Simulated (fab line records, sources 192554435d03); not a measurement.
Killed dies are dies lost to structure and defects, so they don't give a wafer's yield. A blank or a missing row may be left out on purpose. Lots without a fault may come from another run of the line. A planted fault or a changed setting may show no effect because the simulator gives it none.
fab line records | flow n5_finfet
record lots=8 wafers=23 last_day=17
route steps=1938 shown SD_EPI_N@274 SD_EPI_P@316 SD_ACTIVATION@332 BEOL_M4@1111 PASSIVATION@1936
lots that met no fault: from a run of the same line without faults
start_h: hours from the record's first day to the start of the lot's first wafer shown | wait_h: hours since the lot's step before | " the same as in the row above | L1.1+2: a row that stands for several wafers | - no value, or no start given | * or withheld: withheld | < > ~ a bound
route shown NAME@n: a module of which the file shows steps, and the number in the route of the first | usual: mean/standard deviation of fault-free wafers | same: alike in all rows | chamber/n: place in a boat | sites: the reading at each site | _std_site: their standard deviation | _edge_site: outer sites' mean less inner sites' | radius_mm: how far each site lies from the wafer's centre | mask NAME#n: copy n | behind: the tool/chamber that last shaped the wafer | hold: why the lot was held/for how many hours/how that ended | device: the transistor (n, p or np) that didn't switch | end of line: the same wafers' tests at the end of the route | a step without rows: its recipe alone | killed: dies lost to structure and defects at the first sort, not the wafer's yield | map: a wafer's dies, x killed, . not, _ none there
set.NAME: the setting as run; set.NAME@STEP: as run at that earlier step | model.NAME: the simulator's own value behind a step, which no gauge read
steps of the route over a sample of lots; a table a step, a row a wafer
services: from which hour (start_h, from the record's first day; less than 0 if before it) a tool's chamber was out of use, for how many hours, and why
## steps
# step N5_SD_EPI_N_ETCH_34
# recipe chemistry=CF4 target=SiARC target_depth_a=455 mask_material=CAR-ArF-block time_s=75.8 ion_energy_ev=80 pressure_mtorr=40 source_w=545 bias_w=36 Ar_flow_sccm=100 cf4_flow_sccm=100 ends=cleared
# usual chamber_pressure_mTorr=40.00/0.06 drypump_motor_current_A=5.8/0.48 etch_rf_on_time_s=76.5/1.1 oes_product_au=0.66/0.057 rf_fwd_power_W=540.0/2.1 rf_vpp_V=184.4/1.1 showerhead_plenum_p_Torr=2.17/0.077 throttle_valve_pct=15.52/0.22
# columns lot.wafer tool chamber start_h wait_h chamber_pressure_mTorr drypump_motor_current_A etch_rf_on_time_s oes_product_au rf_fwd_power_W rf_hours_counter_h rf_vpp_V showerhead_plenum_p_Torr throttle_valve_pct
L868.2 rie_diel-03 3 77.92 0.0 39.96 6.3 75.0 0.70 536.1 97 183.4 2.07 15.47
L868.3 " 1 " " 40.05 5.7 75.4 0.71 540.3 69 184.8 2.26 15.23
L868.6 " 1 " " 40.00 5.6 75.7 0.71 541.3 - 185.1 2.26 15.24
L871.1 rie_diel-01 2 102.61 0.0 40.03 5.4 74.7 0.72 540.5 58 185.3 2.27 15.32
L871.4 " 0 " " 40.02 5.5 76.4 0.60 537.2 225 184.2 2.20 15.49
L871.6 " 2 " " 39.95 5.4 74.0 0.73 540.8 - 185.2 2.27 15.32
L873.2 rie_diel-03 0 116.34 0.0 40.05 6.3 74.5 0.82 542.6 7 184.5 2.11 15.42
L873.5 " 0 " " 39.97 6.3 74.7 0.82 541.7 - 184.7 2.11 15.41
L873.6 " 1 " " 40.02 5.7 75.5 0.69 538.9 - 184.2 2.26 15.27
L875.3 rie_diel-01 3 129.54 0.0 39.96 5.1 76.8 0.71 542.5 43 184.6 2.26 15.26
L875.5 " 1 " " 40.01 6.1 78.2 0.62 539.9 - 183.8 2.05 15.51
L881.2 rie_diel-05 2 155.98 0.0 40.00 6.3 76.7 0.61 538.3 187 183.9 2.14 15.79
L881.3 " 3 " " 40.01 5.4 76.9 0.62 542.1 181 184.1 2.13 15.77
L881.6 " 3 " " 40.04 5.3 77.1 0.63 541.1 - 184.0 2.13 15.77
L884.2 rie_diel-01 1 177.39 0.0 40.01 6.1 77.2 0.61 539.0 197 182.2 2.05 15.56
L884.3 " 2 " " 40.01 5.4 75.0 0.70 540.7 73 185.0 2.26 15.35
L884.5 " 1 " " 40.01 6.1 78.3 0.61 538.7 - 182.5 2.05 15.56
L885.2 rie_diel-03 1 183.12 0.0 40.02 5.7 76.2 0.67 538.9 102 186.3 2.25 15.29
L885.5 " 1 " " 39.95 5.6 75.7 0.68 538.8 - 185.8 2.25 15.31
L885.6 " 0 " " 40.03 6.3 74.8 0.77 539.3 - 184.9 2.10 15.45
L886.4 rie_diel-05 1 187.27 0.0 39.94 6.1 75.7 0.60 542.4 246 183.5 2.11 15.80
L886.5 " 2 " " 40.00 6.3 77.8 0.59 539.8 - 184.0 2.13 15.82
L886.6 " 1 " " 39.94 6.1 75.3 0.60 541.0 - 184.5 2.11 15.79
# step N5_SD_EPI_N_VAPOR_ETCH_50
# recipe chemistry=HCl target=Si temp_c=775 time_s=54 pressure_torr=20 mode=isotropic
# usual susceptor_temp_C=775.1/0.31 throttle_valve_pct=12.23/0.16
# columns lot.wafer tool chamber start_h wait_h susceptor_temp_C throttle_valve_pct
L868.2 epi_rpcvd-03 0 79.41 0.3 775.0 12.42
L868.3 " 0 " " 775.0 12.27
L868.6 " 0 " " 775.0 12.47
L871.1 epi_rpcvd-04 0 104.20 0.4 774.5 11.96
L871.4 " 0 " " 774.8 12.35
L871.6 " 0 " " 774.9 12.37
L873.2 epi_rpcvd-02 0 117.84 0.3 775.2 12.05
L873.5 " 0 " " 774.6 12.39
L873.6 " 0 " " 775.0 12.15
L875.3 epi_rpcvd-04 0 131.06 0.2 775.2 12.13
L875.5 " 0 " " 774.9 12.51
L881.2 epi_rpcvd-02 0 157.70 0.3 775.2 12.18
L881.3 " 0 " " 775.2 12.27
L881.6 " 0 " " 775.2 12.12
L884.2 epi_rpcvd-02 0 178.88 0.3 775.5 12.08
L884.3 " 0 " " 775.3 12.37
L884.5 " 0 " " 774.8 12.17
L885.2 epi_rpcvd-02 0 184.65 0.3 774.9 12.26
L885.5 " 0 " " 775.1 12.12
L885.6 " 0 " " 774.9 12.27
L886.4 epi_rpcvd-02 0 188.82 0.2 775.5 12.39
L886.5 " 0 " " 775.6 12.05
L886.6 " 0 " " 775.2 12.18
# step N5_SD_EPI_P_STRIP_40
# recipe chemistry=N2/H2 power_w=1000 temp_c=250 h2_frac=0.65 overash_fraction=0.3 pressure_mtorr=withheld n2_flow_sccm=1750 h2_flow_sccm=3250
# usual drypump_motor_current_A=5.66/0.21 heater_power_w=320/24 oes_product_au=0.761/0.012 temp_c=250.00/0.22
# columns lot.wafer tool chamber start_h wait_h drypump_motor_current_A heater_power_w oes_product_au rf_hours_counter_h temp_c
L868.2 plasma_asher-02 0 83.58 0.0 5.62 285 0.779 44 249.60
L868.3 " 1 " " 5.96 337 0.766 - 250.02
L868.6 " 0 " " 5.62 286 0.745 - 250.25
L871.1 plasma_asher-02 0 108.70 0.0 5.63 280 0.764 49 250.26
L871.4 " 0 " " 5.62 280 0.769 - 250.28
L871.6 " 0 " " 5.64 278 0.777 - 250.29
L873.2 plasma_asher-02 0 121.56 0.0 5.63 286 0.767 52 249.98
L873.5 " 0 " " 5.63 278 0.753 - 250.21
L873.6 " 1 " " 5.98 351 0.767 - 249.85
L875.3 plasma_asher-02 0 134.81 0.0 5.63 278 0.755 - 250.06
L875.5 " 1 " " 6.00 350 0.757 - 250.00
L881.2 plasma_asher-01 0 161.63 0.0 5.38 327 0.755 98 249.74
L881.3 " 1 " " 5.62 325 0.764 - 249.85
L881.6 " 1 " " 5.63 321 0.752 - 250.10
L884.2 plasma_asher-02 0 184.09 0.0 5.65 281 0.769 66 249.73
L884.3 " 1 " " 5.99 342 0.762 - 250.27
L884.5 " 0 " " 5.65 277 0.781 - 249.84
L885.2 plasma_asher-01 1 188.91 0.0 5.60 324 0.762 104 249.35
L885.5 " 1 " " 5.63 314 0.761 - 249.91
L885.6 " 0 " " 5.41 326 0.752 - 249.74
L886.4 plasma_asher-01 0 192.55 0.0 5.43 320 0.758 - 250.08
L886.5 " 1 " " 5.61 318 0.777 - 250.22
L886.6 " 0 " " 5.39 323 0.761 - 250.05
# step N5_SD_EPI_P_EPI_21
# recipe material=SiGe:B dopant=B temp_c=550 pressure_torr=20 ambient=H2 time_s=355
# usual epi_growth_time_s=355/0 susceptor_temp_C=550.00/0.25
# columns lot.wafer tool chamber start_h wait_h epi_growth_time_s susceptor_temp_C
L868.2 epi_rpcvd-01 0 84.45 0.5 355 550.43
L868.3 " 0 " " 355 550.28
L868.6 " 0 85.89 1.8 355 550.57
L871.1 epi_rpcvd-01 0 109.22 0.1 355 549.87
L871.4 " 0 110.30 1.1 355 550.10
L871.6 " 0 " " 355 550.36
L873.2 epi_rpcvd-01 0 122.43 0.5 355 550.00
L873.5 " 0 123.51 1.5 170.01 549.52
L873.6 " 0 " " 355 549.77
L875.3 epi_rpcvd-01 0 136.03 0.8 355 549.70
L875.5 " 0 " " 170.01 549.97
L881.2 epi_rpcvd-04 0 162.51 0.5 355 550.00
L881.3 " 0 " " 355 550.04
L881.6 " 0 163.95 1.8 355 550.01
L884.2 epi_rpcvd-03 0 184.97 0.5 355 549.70
L884.3 " 0 " " 355 549.52
L884.5 " 0 " " 355 549.53
L885.2 epi_rpcvd-01 0 190.03 0.6 355 549.60
L885.5 " 0 191.47 2.0 355 549.95
L885.6 " 0 " " 355 549.93
L886.4 epi_rpcvd-03 0 194.13 1.1 355 550.26
L886.5 " 0 " " 355 549.91
L886.6 " 0 " " 355 550.05
# step N5_SD_EPI_P_EPI_MEAS_23
# recipe mode=xrd
# usual thk_nm=60.9/1.1
# columns lot.wafer tool chamber start_h wait_h thk_nm
L868.2 film_metro-01 - 86.29 1.5 59.9
L868.3 " - " " 60.5
L868.6 " - " " 61.5
L871.1 film_metro-02 - 111.44 1.9 61.3
L871.4 " - " " 62.3
L871.6 " - " " 60.7
L873.2 film_metro-01 - 124.27 1.5 61.1
L873.5 " - " " 31.9
L873.6 " - " " 60.7
L875.3 film_metro-01 - 137.51 1.1 62.3
L875.5 " - " " 31.8
L881.2 film_metro-01 - 164.35 1.5 59.7
L881.3 " - " " 60.9
L881.6 " - " " 60.1
L884.2 film_metro-02 - 186.80 1.5 59.3
L884.3 " - " " 60.3
L884.5 " - " " 61.4
L885.2 film_metro-02 - 192.46 2.0 60.6
L885.5 " - " " 61.0
L885.6 " - " " 61.1
L886.4 film_metro-01 - 195.25 0.8 62.2
L886.5 " - " " 60.2
L886.6 " - " " 59.9
# step N5_SD_ACTIVATION_RS_MEAS_03
# recipe thk_meas_gauge=four-point-probe
# usual RS_SD_N=21.76/0.28 RS_SD_P=55.8/0.72
# columns lot.wafer tool chamber start_h wait_h RS_SD_N[ohm/sq] RS_SD_P[ohm/sq]
L868.2 film_metro-01 - 87.09 0.2 22.20 56.2
L868.3 " - " " 22.12 55.7
L868.6 " - " " 22.05 55.7
L871.1 film_metro-02 - 112.19 0.2 21.97 55.1
L871.4 " - " " 21.90 55.3
L871.6 " - " " 21.97 54.2
L873.2 film_metro-01 - 124.89 0.2 21.55 56.1
L873.5 " - " " 21.61 109.5
L873.6 " - " " 21.59 55.8
L875.3 film_metro-02 - 138.16 0.2 22.10 55.6
L875.5 " - " " 22.03 106.5
L881.2 film_metro-02 - 164.97 0.2 21.53 57.6
L881.3 " - " " 21.06 57.0
L881.6 " - " " 21.22 56.6
L884.2 film_metro-02 - 187.47 0.2 21.52 55.6
L884.3 " - " " 21.59 55.9
L884.5 " - " " 21.64 55.7
L885.2 film_metro-02 - 193.09 0.2 21.85 54.3
L885.5 " - " " 22.09 55.5
L885.6 " - " " 22.06 54.4
L886.4 film_metro-01 - 195.91 0.1 21.71 56.0
L886.5 " - " " 21.55 56.0
L886.6 " - " " 21.10 55.7
# step N5_BEOL_M4_RC_MEAS_101
# usual DIBL_N=36.3/1.4 DIBL_P=35.7/1.5 IOFF_N=0.155/0.022 IOFF_P=0.204/0.027 IOFF_P_85C=3.6/0.4 IOFF_P_LIN=0.098/0.011 ION_N=671/9 ION_P=459/6.2 REXT_P=100.0/1.7 RS_SD_P=65.5/0.85 SS_N=71.5/0.54 SS_P=73.1/0.56 VT_N=250.2/2.6 VT_P=-251/3.3 VT_P_LVT=-99.2/2.7
# columns lot.wafer tool chamber start_h wait_h DIBL_N[mV/V] DIBL_P[mV/V] IOFF_N[nA/um] IOFF_P[nA/um] IOFF_P_85C[nA/um] IOFF_P_LIN[nA/um] ION_N[uA/um] ION_P[uA/um] REXT_P[ohm.um] RS_SD_P[ohm/sq] SS_N[mV/dec] SS_P[mV/dec] VT_N[mV] VT_P[mV] VT_P_LVT[mV]
L868.2 prober-01 0 192.17 0.6 37.8 37.2 0.193 0.243 4.1 0.115 674 465 102.2 66.1 71.1 74.0 246.9 -246 -95.0
L868.3 " 0 " " 35.7 35.6 0.148 0.210 3.6 0.104 670 464 100.7 65.7 70.6 73.3 250.1 -248 -96.9
L868.6 " 0 " " 36.8 37.0 0.185 0.239 4.1 0.113 691 470 102.0 64.9 71.4 73.5 247.2 -246 -95.6
L871.1 prober-02 0 226.85 0.0 36.4 36.7 0.169 0.245 4.2 0.114 676 467 101.4 64.2 71.6 73.9 246.8 -246 -94.6
L871.4 " 0 " " 34.9 36.1 0.154 0.230 4.0 0.110 679 466 101.9 64.9 71.5 73.3 247.3 -245 -94.8
L871.6 " 0 " " 34.9 34.9 0.147 0.223 3.8 0.107 675 468 101.9 63.8 71.6 72.8 252.1 -246 -94.9
L873.2 prober-01 0 238.25 0.2 37.1 37.5 0.163 0.199 3.5 0.094 676 461 97.2 66.6 72.0 73.3 248.6 -251 -103.1
L873.5 " 0 " " 36.2 38.6 0.154 0.118 2.2 0.054 679 414 120.8 128.5 71.6 73.1 250.6 -269 -119.0
L873.6 " 0 " " 36.8 37.2 0.159 0.209 3.6 0.097 664 455 95.5 65.4 71.5 73.6 250.3 -253 -102.4
L875.3 prober-01 0 257.09 0.3 35.4 36.0 0.151 0.178 3.1 0.087 672 458 100.4 64.2 71.2 72.8 249.7 -254 -102.0
L875.5 " 0 " " 34.5 38.4 0.144 0.111 2.1 0.052 668 408 123.0 125.3 71.3 73.4 250.6 -268 -118.3
L881.2 prober-01 0 274.48 0.2 34.1 33.5 0.119 0.174 3.0 0.085 666 457 98.9 66.6 71.0 72.7 253.2 -252 -102.4
L881.3 " 0 " " 35.0 34.6 0.131 0.185 3.2 0.089 664 457 99.0 66.3 71.2 72.9 252.5 -251 -101.2
L881.6 " 0 " " 35.4 34.6 0.138 0.192 3.4 0.091 677 462 98.7 66.5 71.6 73.0 250.7 -251 -101.3
L884.2 prober-02 0 294.24 0.2 37.1 36.6 0.183 0.232 4.0 0.112 679 465 99.1 65.4 71.5 72.9 246.5 -248 -99.6
L884.3 " 0 " " 36.2 35.7 0.157 0.210 3.7 0.103 667 458 100.7 66.3 71.2 72.2 250.3 -249 -100.6
L884.5 " 0 " " 37.1 37.5 0.176 0.248 4.3 0.118 677 468 99.2 66.1 71.0 73.3 246.7 -245 -97.2
L885.2 prober-01 0 302.79 0.2 33.6 33.7 0.105 0.161 3.0 0.084 653 456 97.3 64.7 71.3 72.2 254.8 -251 -103.3
L885.5 " 0 " " 36.1 36.6 0.139 0.207 3.6 0.099 663 461 97.8 65.9 71.6 73.2 251.6 -251 -100.2
L885.6 " 0 " " 33.8 33.5 0.106 0.159 2.9 0.082 644 452 97.8 64.1 70.9 72.9 255.0 -254 -103.3
L886.4 prober-01 0 307.64 0.5 35.3 34.7 0.137 0.179 3.2 0.089 669 460 101.2 65.4 71.7 72.8 250.5 -255 -99.7
L886.5 " 0 " " 37.3 35.9 0.166 0.192 3.4 0.092 671 452 101.3 64.5 71.9 72.1 249.3 -252 -99.7
L886.6 " 0 " " 35.1 34.5 0.135 0.178 3.1 0.088 668 457 100.7 65.3 71.5 72.3 253.9 -253 -100.4
# step N5_PASSIVATION_PROBE_49
# usual defect_limited_yield=91.0/1.5 killed_at_M0_to_M3=36/12 killed_at_M4_up=14/5.5 killed_at_contacts=11/4.8 killed_at_front_end=42/12 killed_at_other=3.7/2.7 killed_dies=106/18 killed_open=70/13 killed_short=35/8.2 sort_bin_5_function=5.3/1 sort_bin_6_memory=3.3/0.69 sort_bin_8_speed=0.00/0.007 sort_n_pass=1074/18 sort_yield_pct=91.0/1.5
# same gross_dies=1180 killed_at_back_side=0 sort_bin_4_leakage[%]=0
# columns lot.wafer tool chamber start_h wait_h defect_limited_yield[%] killed_at_M0_to_M3 killed_at_M4_up killed_at_contacts killed_at_front_end killed_at_other killed_dies killed_open killed_short sort_bin_5_function[%] sort_bin_6_memory[%] sort_bin_8_speed[%] sort_n_pass sort_yield_pct[%]
L871.1 prober-02 - 326.51 0.0 92.5 47 8 10 22 2 89 54 35 4.4 2.9 0 1091 92.5
L871.4 prober-02 - 326.66 0.2 91.3 48 15 12 25 3 103 78 23 5.6 3.1 0 1077 91.3
L871.6 prober-02 - 326.76 0.3 90.5 35 9 20 45 3 112 70 42 5.5 3.6 0 1068 90.5
L873.2 prober-01 - 339.86 0.1 90.0 41 14 8 52 3 118 70 47 6.2 3.3 0 1062 90.0
L873.5 prober-01 - 340.01 0.2 91.1 54 11 3 35 2 105 61 44 4.7 3.9 87.54 42 3.6
L873.6 prober-01 - 340.06 0.3 91.9 41 10 8 34 3 96 56 40 3.6 4.0 0 1084 91.9
L875.3 prober-01 - 361.73 0.1 89.2 40 32 15 39 1 127 96 28 7.5 3.0 0 1053 89.2
L875.5 prober-01 - 361.83 0.2 92.1 44 14 8 26 1 93 67 26 5.5 2.2 91.86 3 0.3
# killed by level:class
L871.1 BEOL_M0_SAQP:geometric_particle:short=11 BEOL_M1:geometric_particle:open=11 MOL_CONTACT_COAG:geometric_particle:open=8 BEOL_M3:geometric_particle:open=8 BEOL_M0_SAQP:geometric_particle:open=5 DUMMY_GATE:geometric_particle:open=4 BEOL_M2:geometric_particle:short=4 STARTING-WAFER:geometric_particle:short=4
L871.4 BEOL_M1:geometric_particle:open=24 MOL_CONTACT_COAG:geometric_particle:open=10 BEOL_M3:geometric_particle:open=7 BEOL_M0_SAQP:geometric_particle:short=5 BEOL_M0_SAQP:geometric_particle:open=5 BEOL_M4:geometric_particle:open=5 FIN_SAQP:geometric_particle:short=4 STI_FIN_REVEAL:geometric_particle:open=4
L871.6 MOL_CONTACT_COAG:geometric_particle:open=16 FIN_SAQP:geometric_particle:open=15 FIN_SAQP:geometric_particle:short=12 BEOL_M0_SAQP:geometric_particle:open=9 BEOL_M1:geometric_particle:open=9 BEOL_M0_SAQP:geometric_particle:short=7 BEOL_M3:geometric_particle:open=5 GATE_CUT:geometric_particle:short=4
L873.2 DUMMY_GATE:geometric_particle:open=12 BEOL_M0:geometric_particle:open=10 BEOL_M0_SAQP:geometric_particle:short=9 FIN_SAQP:geometric_particle:open=8 BEOL_M2:geometric_particle:open=8 DUMMY_GATE:geometric_particle:short=7 BEOL_M2:geometric_particle:short=6 FIN_SAQP:geometric_particle:short=5
L873.5 BEOL_M0_SAQP:geometric_particle:short=23 BEOL_M0_SAQP:geometric_particle:open=14 FIN_SAQP:geometric_particle:open=13 STI_FIN_REVEAL:geometric_particle:open=6 BEOL_M3:geometric_particle:open=6 BEOL_M2:geometric_particle:short=5 DUMMY_GATE:geometric_particle:open=4 FIN_SAQP:geometric_particle:short=3
L873.6 BEOL_M0_SAQP:geometric_particle:short=12 GATE_CUT:geometric_particle:short=10 BEOL_M2:geometric_particle:open=9 FIN_SAQP:geometric_particle:open=8 BEOL_M0_SAQP:geometric_particle:open=8 MOL_CONTACT_COAG:geometric_particle:open=6 STARTING-WAFER:geometric_particle:short=4 BEOL_M11:geometric_particle:open=4
L875.3 BEOL_M4:geometric_particle:open=16 BEOL_M2:geometric_particle:open=16 MOL_CONTACT_COAG:geometric_particle:open=11 BEOL_M3:geometric_particle:open=9 STI_FIN_REVEAL:geometric_particle:open=7 BEOL_M1:geometric_particle:open=6 BEOL_M5:geometric_particle:open=6 FIN_SAQP:geometric_particle:open=5
L875.5 BEOL_M1:geometric_particle:open=10 BEOL_M0_SAQP:geometric_particle:short=9 STI_FIN_REVEAL:geometric_particle:open=7 BEOL_M0_SAQP:geometric_particle:open=7 BEOL_M2:geometric_particle:open=7 BEOL_M3:geometric_particle:open=7 DUMMY_GATE:geometric_particle:open=6 MOL_CONTACT_COAG:geometric_particle:open=6
## services
# columns tool chamber start_h hours kind
plasma_asher-02 - 62.00 1.0 repair
rie_diel-03 0 65.64 - clean
rie_diel-03 0 65.64 - consumable_replace:focus_ring
rie_diel-03 0 65.64 25.5 scheduled_down
rie_diel-03 0 65.64 25.5 vent_cycle
rie_diel-03 - 94.92 10.0 pm
epi_rpcvd-03 - 103.72 8.1 pm
rie_diel-03 3 109.32 3.6 repair
epi_rpcvd-01 - 124.23 0.8 pm
epi_rpcvd-01 - 128.00 2.8 pm
plasma_asher-01 - 133.07 2.8 pm
rie_diel-03 2 134.14 4.8 repair
plasma_asher-02 - 141.78 0.4 repair
plasma_asher-01 - 142.27 1.8 repair
rie_diel-01 0 162.56 - clean
rie_diel-01 0 162.56 - consumable_replace:esc
rie_diel-01 0 162.56 - consumable_replace:focus_ring
rie_diel-01 0 162.56 21.0 scheduled_down
rie_diel-01 0 162.56 21.0 vent_cycle
epi_rpcvd-03 - 174.95 2.8 pm
epi_rpcvd-02 - 181.07 2.8 pm
## key
first_sign step=N5_SD_EPI_P_EPI_21 reading=epi_growth_time_s direction=down sigmas=99+ usual=* struck=*
effect step=N5_SD_EPI_P_EPI_MEAS_23 reading=thk_nm direction=down sigmas=26 usual=* struck=*
effect step=N5_SD_ACTIVATION_RS_MEAS_03 reading=RS_SD_P direction=up sigmas=73 usual=55.8 struck=108.0
effect step=N5_BEOL_M4_RC_MEAS_101 reading=RS_SD_P direction=up sigmas=72 usual=65.5 struck=126.9
effect step=N5_BEOL_M4_RC_MEAS_101 reading=REXT_P direction=up sigmas=13 usual=100.0 struck=121.9
effect step=N5_BEOL_M4_RC_MEAS_101 reading=ION_P direction=down sigmas=7.8 usual=459 struck=411
effect step=N5_BEOL_M4_RC_MEAS_101 reading=VT_P_LVT direction=down sigmas=7.3 usual=-99.2 struck=-118.7
effect step=N5_BEOL_M4_RC_MEAS_101 reading=VT_P direction=down sigmas=5.3 usual=-251 struck=-269
effect step=N5_BEOL_M4_RC_MEAS_101 reading=IOFF_P_LIN direction=down sigmas=4.1 usual=0.098 struck=0.053
effect step=N5_BEOL_M4_RC_MEAS_101 reading=IOFF_P_85C direction=down sigmas=3.5 usual=3.6 struck=2.2
effect step=N5_BEOL_M4_RC_MEAS_101 reading=IOFF_P direction=down sigmas=3.3 usual=0.204 struck=0.114
effect step=N5_PASSIVATION_PROBE_49 reading=sort_bin_8_speed direction=up sigmas=99+ usual=0.00 struck=89.70
met_at N5_SD_EPI_P_EPI_21
struck_lots L873,L875
struck_wafers L873.5,L875.5
not_acting_at N5_SD_EPI_N_ETCH_34,N5_SD_EPI_N_VAPOR_ETCH_50,N5_SD_EPI_P_STRIP_40
onset_between 109.22 122.43
fault kind=process_parameter_drift tool=epi_rpcvd-01 chamber=- onset_h=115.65 steps=N5_SD_EPI_P_EPI_21 channel=epi_growth_time_s offset=* shape=step end_h=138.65 scope=struck_wafers_only stated=*
